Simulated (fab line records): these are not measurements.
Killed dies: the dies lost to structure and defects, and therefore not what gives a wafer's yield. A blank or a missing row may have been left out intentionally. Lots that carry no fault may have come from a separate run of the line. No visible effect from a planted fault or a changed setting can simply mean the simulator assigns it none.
Chamber matching | flow nand_harc | NHARC_A_STAIRCASE_CMP_450 on cmp-01: 4 sister chambers
The step polishes SiO2, target thk 200 nm. 30 wafers are shown with their chamber, then 12 later ones without.

WAFERS WITH THEIR CHAMBER
wafer  | chamber | motor_current_A (A) | slurry_flow_ml_min
L075.3 | 3       | 13.6                | 149.5
L075.4 | 0       | 12.5                | 149.9
L075.6 | 2       | 14.0                | 149.9
L077.1 | 1       | 12.8                | 149.8
L077.2 | 0       | 13.1                | 149.0
L077.3 | 2       | 13.5                | 150.6
L076.2 | 1       | 12.2                | 150.4
L076.4 | 2       | 13.1                | 150.4
L076.5 | 1       | 13.0                | 150.5
L078.1 | 1       | 12.5                | 150.2
L078.2 | 3       | 13.0                | 150.5
L078.3 | 2       | 13.7                | 150.4
L080.1 | 3       | 13.1                | 148.8
L080.2 | 2       | 13.5                | 150.3
L080.5 | 0       | 12.3                | 150.1
L079.2 | 3       | 13.0                | 149.9
L079.4 | 1       | 12.8                | 149.9
L079.5 | 1       | 12.7                | 150.4
L083.2 | 0       | 13.6                | 150.0
L083.5 | 3       | 12.7                | 149.6
L083.6 | 0       | 12.3                | 149.7
L084.2 | 3       | 12.6                | 150.1
L084.4 | 1       | 12.7                | 149.9
L084.6 | 3       | 13.5                | 150.7
L086.2 | 1       | 12.0                | 150.2
L086.3 | 3       | 12.5                | 149.8
L086.5 | 0       | 12.6                | 150.0
L089.1 | 3       | 13.0                | 149.9
L089.5 | 0       | 12.7                | 150.1
L089.6 | 3       | 12.5                | 150.1

SIGNATURES (averages over the wafers above)
reading            | chamber 0 | chamber 1 | chamber 2 | chamber 3 | scatter within a chamber
motor_current_A    | 12.729    | 12.588    | 13.560    | 12.950    | 0.387
slurry_flow_ml_min | 149.829   | 150.162   | 150.320   | 149.890   | 0.403
Rule: a wafer lies at a distance from a chamber equal to the root of the sum of squares, over the readings, of (its reading less the chamber's mean, divided by the reading's scatter). If the next closest chamber is less than 2 further off than the closest, the wafer can't be placed; otherwise it belongs to the closest. The scatter: take each reading less its chamber's mean, square it, sum over the shown wafers, divide by the number of wafers less the number of chambers, and take the root.

WAFERS WITHOUT THEIR CHAMBER
wafer  | motor_current_A (A) | slurry_flow_ml_min
L094.2 | 13.5                | 150.6
L094.4 | 12.5                | 149.5
L094.5 | 12.7                | 149.9
L092.1 | 12.7                | 149.9
L092.3 | 13.2                | 149.8
L092.5 | 12.4                | 150.3
L096.2 | 12.9                | 149.9
L096.3 | 13.7                | 149.8
L096.5 | 13.3                | 149.1
L095.3 | 13.5                | 150.5
L095.5 | 13.0                | 150.0
L095.6 | 13.9                | 150.4

EACH ONE'S CHAMBER
wafer  | from the rows above               | in truth
L094.2 | can't be placed: 2 or 3 or 1      | 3
L094.4 | can't be placed: 0 or 3 or 1      | 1
L094.5 | can't be placed: 0 or 3 or 1      | 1
L092.1 | can't be placed: 0 or 3 or 1      | 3
L092.3 | can't be placed: 3 or 0 or 2 or 1 | 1
L092.5 | can't be placed: 1 or 0 or 3      | 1
L096.2 | can't be placed: 3 or 0 or 1 or 2 | 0
L096.3 | can't be placed: 2 or 3 or 0 or 1 | 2
L096.5 | can't be placed: 3 or 0 or 2 or 1 | 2
L095.3 | can't be placed: 2 or 3           | 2
L095.5 | can't be placed: 3 or 0 or 1 or 2 | 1
L095.6 | can't be placed: 2 or 3           | 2
Correct placement for 0 of the 12. Unplaceable from these rows: 12, with the true chamber sitting among the candidates in 12. Number placed wrongly: 0.
